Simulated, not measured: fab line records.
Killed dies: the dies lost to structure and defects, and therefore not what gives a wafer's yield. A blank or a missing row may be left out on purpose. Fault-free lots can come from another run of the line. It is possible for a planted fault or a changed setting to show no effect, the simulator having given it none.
Matching of chambers | flow n5 finfet | N5_BEOL_M1_STRIP_36 on rie diel-05 has 4 sister chambers
The step strips in N2/H2. 8 wafers are shown with their chamber, then 7 later ones without.

== EACH WAFER AND ITS CHAMBER ==
wafer  | chamber | throttle valve pct (%) | drypump motor current A (A)
L079.6 | 3       | 23.9                   | 5.4
L082.2 | 2       | 22.8                   | 5.0
L082.6 | 0       | 23.8                   | 5.7
L085.2 | 3       | 23.9                   | 5.5
L085.3 | 0       | 23.8                   | 5.7
L085.4 | 1       | 24.0                   | 6.3
L089.3 | 2       | 22.8                   | 5.0
L089.5 | 1       | 24.1                   | 6.3

== WAFERS WHOSE CHAMBER IS MISSING ==
wafer  | throttle valve pct (%) | drypump motor current A (A)
L089.6 | 22.8                   | 5.0
L091.2 | 22.8                   | 5.0
L091.5 | 23.9                   | 5.4
L091.6 | 23.8                   | 5.7
L093.3 | 24.0                   | 6.2
L093.4 | 23.9                   | 5.7
L093.6 | 24.1                   | 6.2

== WHICH CHAMBER EACH WENT THROUGH ==
wafer  | from the rows above | in truth
L089.6 | 2                   | 2
L091.2 | 2                   | 2
L091.5 | 3                   | 3
L091.6 | 0                   | 0
L093.3 | 1                   | 1
L093.4 | 0                   | 0
L093.6 | 1                   | 1
Correctly placed: 7 of 7. From these rows, 0 cannot be placed. Placed wrongly: 0.
How it was worked out, from the rows above alone: a wafer's distance from a chamber is the root of the sum, over the readings, of the square of ((its reading less the chamber's mean) divided by the reading's scatter). The wafer belongs to the nearest chamber; if the next one is less than 2 further off, it can't be placed. A chamber's mean is the mean of its shown wafers. The scatter: take each reading less its chamber's mean, square it, sum over the shown wafers, divide by the number of wafers less the number of chambers, and take the root.
